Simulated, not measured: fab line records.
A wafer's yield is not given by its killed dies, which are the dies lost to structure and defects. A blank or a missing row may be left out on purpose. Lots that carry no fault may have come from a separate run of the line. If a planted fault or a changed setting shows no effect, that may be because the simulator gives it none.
fab line records	flow nandHarc
record lots=13	wafers=38	lastDay=33
route steps=1302 shown A_ZERO_WELL@411 A_SOURCE_PLATE@420 A_ONON_D1@437
lots untouched by any fault: they come from a run of this same line in which no faults occurred
startH: the number of hours between the record's first day and the start of the first shown wafer of the lot	waitH: time in hours since the lot's previous step	" as in the row above	L1.1+2: one row covering several wafers at once	- value missing, or start not given	* or withheld: withheld	< > ~ a bound
route shown NAME@n: NAME is a module with steps in the file, n the number in the route of the first one	usual: average and standard deviation across the fault-free wafers	same: alike in all rows	chamber/n: place in a boat	sites: the reading at each site	_std_site: their standard deviation	_edge_site: inner sites' mean taken away from outer sites' mean	radiusMm: how far each site lies from the wafer's centre	mask NAME#n: copy n	behind: tool/chamber where the wafer was last shaped	hold: cause of the lot's hold/its duration in hours/its outcome	device: transistor that didn't switch, given as n, p or np	end of line: tests run on the same wafers once the route is complete	where a step has no rows: the recipe by itself	killed: dies that structure and defects cost at the first sort, which is not the same as the wafer's yield	map: dies across one wafer; x = killed, . = not, _ = none there
set.NAME: the setting that was run; set.NAME@STEP: the one run at that earlier step	model.NAME: the simulator's own value behind a step, which no gauge read
steps of the route over a sample of lots; a table a step, a row a wafer
services: when a tool's chamber went out of use (startH, in hours from the record's first day, below 0 if earlier), for how many hours, and the reason
## steps
# step NHARC_A_ZERO_WELL_RTA_16
# recipe tempC=1000	timeS=10
# usual lampPowerPct=29.9/2.8	lamp_zone_1_pct=29.9/2.8	wafer_temp_C_max=1004.0/0.9
lot.wafer	tool	chamber	startH	waitH	lampPowerPct	lamp_zone_1_pct	wafer_temp_C_max
L547.1	rtpAnneal-02	0	151.90	-	27.9	27.9	1002.5
L547.3	"	0	"	"	27.9	27.8	1003.8
L547.4	"	0	"	"	27.9	27.9	1003.2
L548.2	rtpAnneal-01	0	161.32	-	33.8	33.8	1003.3
L548.3	"	0	"	"	33.9	33.8	1003.4
L548.4	"	0	"	"	33.8	33.9	1004.0
L549.1	rtpAnneal-02	0	174.33	-	27.8	27.9	1003.3
L549.5	"	0	"	"	27.9	27.9	1003.4
L549.6	"	0	"	"	27.9	27.9	1002.4
L550.2	rtpAnneal-01	0	178.21	-	33.8	33.9	1005.2
L550.3	"	0	"	"	33.8	33.8	1005.0
L550.4	"	0	"	"	33.9	33.8	1004.6
L551.3	rtpAnneal-02	0	194.00	-	27.9	27.8	1003.7
L551.5	"	0	"	"	27.9	27.9	1003.7
L551.6	"	0	"	"	27.9	27.9	1004.0
L552.1	rtpAnneal-01	0	195.29	-	33.9	33.9	1003.7
L552.2	"	0	"	"	33.9	33.9	1005.2
L552.5	"	0	"	"	33.9	33.8	1004.3
L553.3	rtpAnneal-02	0	211.00	-	27.9	27.9	1004.3
L553.4	"	0	"	"	27.9	27.9	1003.1
L553.5	"	0	"	"	27.8	27.8	1003.9
L554.1	rtpAnneal-02	0	221.65	-	27.9	27.9	1003.5
L554.2	"	0	"	"	27.9	27.8	1004.6
L554.6	"	0	"	"	27.9	27.9	1003.7
L555.1	rtpAnneal-02	0	227.46	-	27.8	27.9	1003.4
L555.4	"	0	"	"	27.9	27.9	1003.0
L555.5	"	0	"	"	27.8	27.9	1005.2
L558.2	rtpAnneal-02	0	260.36	-	27.8	27.9	1003.3
L558.3	"	0	"	"	27.8	27.8	1003.2
L558.4	"	0	"	"	27.8	27.9	1003.2
L559.2	rtpAnneal-01	0	265.79	-	33.8	33.9	1003.5
L559.3	"	0	"	"	33.8	33.9	1005.2
L559.6	"	0	"	"	33.8	33.9	1003.8
L566.3	rtpAnneal-02	0	340.60	-	27.8	27.9	1003.9
L566.4	"	0	"	"	27.9	27.9	1002.8
L569.2	rtpAnneal-01	0	366.92	-	33.8	33.8	1004.6
L569.3	"	0	"	"	33.9	33.9	1003.5
L569.4	"	0	"	"	33.9	33.8	1003.5
# step NHARC_A_SOURCE_PLATE_THK_MEAS_06
# recipe thkMeasGauge=ellipsometry
# usual thkNm=200.5/2.6
lot.wafer	tool	chamber	startH	waitH	thkNm
L547.1	filmMetro-01	-	172.33	0.4	197.9
L547.3	"	-	"	"	195.8
L547.4	"	-	"	"	197.9
L548.2	filmMetro-02	-	181.50	0.4	200.9
L548.3	"	-	"	"	202.2
L548.4	"	-	"	"	196.4
L549.1	filmMetro-02	-	198.17	0.4	203.6
L549.5	"	-	"	"	204.3
L549.6	"	-	"	"	202.0
L550.2	filmMetro-01	-	198.17	0.4	199.5
L550.3	"	-	"	"	197.4
L550.4	"	-	"	"	201.6
L552.1	filmMetro-01	-	214.76	0.4	196.3
L552.2	"	-	"	"	193.1
L552.5	"	-	"	"	197.1
L551.3	filmMetro-02	-	214.76	0.4	203.9
L551.5	"	-	"	"	205.7
L551.6	"	-	"	"	201.4
L553.3	filmMetro-02	-	230.97	0.4	198.9
L553.4	"	-	"	"	201.1
L553.5	"	-	"	"	198.8
L554.1	filmMetro-01	-	243.88	0.4	198.8
L554.2	"	-	"	"	200.7
L554.6	"	-	"	"	200.3
L555.1	filmMetro-02	-	248.19	0.4	202.2
L555.4	"	-	"	"	206.1
L555.5	"	-	"	"	204.8
L558.2	filmMetro-02	-	280.66	0.4	202.7
L558.3	"	-	"	"	201.7
L558.4	"	-	"	"	200.1
L559.2	filmMetro-02	-	285.88	0.4	203.4
L559.3	"	-	"	"	204.4
L559.6	"	-	"	"	202.3
L566.3	filmMetro-02	-	362.85	0.4	200.9
L566.4	"	-	"	"	201.0
L569.2	filmMetro-01	-	387.42	0.4	201.3
L569.3	"	-	"	"	201.9
L569.4	"	-	"	"	202.6
# step NHARC_A_ONON_D1_THK_MEAS_18
# recipe thkMeasGauge=ellipsometry
# usual thkNm=1000/10
lot.wafer	tool	chamber	startH	waitH	thkNm
L547.1	filmMetro-01	-	185.93	-	1012
L547.3	"	-	"	"	1011
L547.4	"	-	"	"	1011
L548.2	filmMetro-02	-	193.78	-	1008
L548.3	"	-	"	"	1008
L548.4	"	-	"	"	1008
L549.1	filmMetro-02	-	209.00	-	1001
L549.5	"	-	"	"	1002
L549.6	"	-	"	"	1000
L550.2	filmMetro-02	-	209.01	-	1009
L550.3	"	-	"	"	1012
L550.4	"	-	"	"	1011
L552.1	filmMetro-02	-	228.19	-	993
L552.2	"	-	"	"	992
L552.5	"	-	"	"	991
L551.3	filmMetro-01	-	228.19	-	1010
L551.5	"	-	"	"	1008
L551.6	"	-	"	"	1011
L553.3	filmMetro-01	-	242.24	-	1003
L553.4	"	-	"	"	1003
L553.5	"	-	"	"	1004
L555.1	filmMetro-01	-	255.57	-	993
L555.4	"	-	"	"	995
L555.5	"	-	"	"	995
L554.1	filmMetro-02	-	255.57	-	980
L554.2	"	-	"	"	980
L554.6	"	-	"	"	980
L558.2	filmMetro-02	-	291.72	-	1001
L558.3	"	-	"	"	1001
L558.4	"	-	"	"	1002
L559.2	filmMetro-02	-	300.08	-	981
L559.3	"	-	"	"	980
L559.6	"	-	"	"	982
L566.3	filmMetro-01	-	375.29	-	988
L566.4	"	-	"	"	985
L569.2	filmMetro-01	-	398.12	-	997
L569.3	"	-	"	"	997
L569.4	"	-	"	"	997
# step NHARC_A_ONON_D1_DEP_25
# recipe targetThkA=10000	n2FlowSccm=2750	n2oFlowSccm=2000	nh3FlowSccm=500	sih4FlowSccm=210	tempC=400
lot.wafer	tool	chamber	startH	waitH
L547.1+3+4	pecvdOnon-04	0	187.11	0.1
L548.2+3+4	pecvdOnon-01	0	195.03	0.1
L549.1+5+6	pecvdOnon-03	0	210.19	0.1
L550.2+3+4	pecvdOnon-04	0	210.27	0.1
L552.1+2+5	pecvdOnon-01	0	229.38	0.1
L551.3+5+6	pecvdOnon-04	0	229.50	0.2
L553.3+4+5	pecvdOnon-04	0	243.54	0.2
L555.1+4+5	pecvdOnon-03	0	256.76	0.1
L554.1+2+6	pecvdOnon-01	0	256.78	0.1
L558.2+3+4	pecvdOnon-01	0	292.98	0.1
L559.2+3+6	pecvdOnon-01	0	301.33	0.1
L566.3+4	pecvdOnon-01	0	376.60	0.2
L569.2+3+4	pecvdOnon-03	0	399.36	0.1
# step NHARC_A_ONON_D1_THK_MEAS_27
# recipe thkMeasGauge=ellipsometry
# usual thkNm=998/8.7
lot.wafer	tool	chamber	startH	waitH	thkNm
L547.1	filmMetro-01	-	187.62	-	1008
L547.3	"	-	"	"	1006
L547.4	"	-	"	"	1005
L548.2	filmMetro-01	-	195.49	-	1004
L548.3	"	-	"	"	1002
L548.4	"	-	"	"	1001
L549.1	filmMetro-01	-	210.71	-	1010
L549.5	"	-	"	"	1012
L549.6	"	-	"	"	1009
L550.2	filmMetro-02	-	210.71	-	1004
L550.3	"	-	"	"	1003
L550.4	"	-	"	"	1005
L552.1	filmMetro-02	-	229.89	-	1003
L552.2	"	-	"	"	1002
L552.5	"	-	"	"	1004
L551.3	filmMetro-01	-	229.89	-	999
L551.5	"	-	"	"	998
L551.6	"	-	"	"	998
L553.3	filmMetro-02	-	243.94	-	993
L553.4	"	-	"	"	994
L553.5	"	-	"	"	992
L555.1	filmMetro-02	-	257.27	-	974
L555.4	"	-	"	"	975
L555.5	"	-	"	"	977
L554.1	filmMetro-01	-	257.31	-	997
L554.2	"	-	"	"	997
L554.6	"	-	"	"	999
L558.2	filmMetro-02	-	293.43	-	1012
L558.3	"	-	"	"	1012
L558.4	"	-	"	"	1013
L559.2	filmMetro-01	-	301.78	-	995
L559.3	"	-	"	"	994
L559.6	"	-	"	"	993
L566.3	filmMetro-01	-	377.00	-	989
L566.4	"	-	"	"	1043
L569.2	filmMetro-02	-	399.80	-	1003
L569.3	"	-	"	"	1003
L569.4	"	-	"	"	1003
## services
tool	chamber	startH	hours	kind
pecvdOnon-04	-	130.06	13.0	pm
pecvdOnon-03	-	227.00	13.0	pm
pecvdOnon-01	-	269.25	13.0	pm
pecvdOnon-04	-	311.24	13.0	pm
rtpAnneal-01	-	372.01	12.0	pm
## key
firstSign step=NHARC_A_ONON_D1_THK_MEAS_27	reading=thkNm	direction=up	sigmas=5.2	usual=998	struck=1043
effect none on later readings
metAt NHARC_A_ONON_D1_DEP_25
struckLots L566
struckWafers L566.4
sortLeftOut L566.4
testerLeftOut L566
notActingAt NHARC_A_ZERO_WELL_RTA_16,NHARC_A_SOURCE_PLATE_THK_MEAS_06,NHARC_A_ONON_D1_THK_MEAS_18
onsetBetween 301.33 376.60
fault kind=processParameterDrift	tool=pecvdOnon-01	chamber=-	onsetH=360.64	steps=NHARC_A_ONON_D1_DEP_25	channel=targetThkA	offset=*	shape=step	endH=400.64	scope=struckWafersOnly	actsIn=*	stated=*
# testerLeftOut: of these lots the tester's yield and bins aren't shown, on N5 and GAA mostly nor the transistor test; their killed dies are dies lost to structure and defects alone, not to doping, threshold or leakage, so they don't give the yield
# sortLeftOut: the simulated sort isn't trusted on such a fault, so these wafers' sort isn't shown, and their yield isn't known
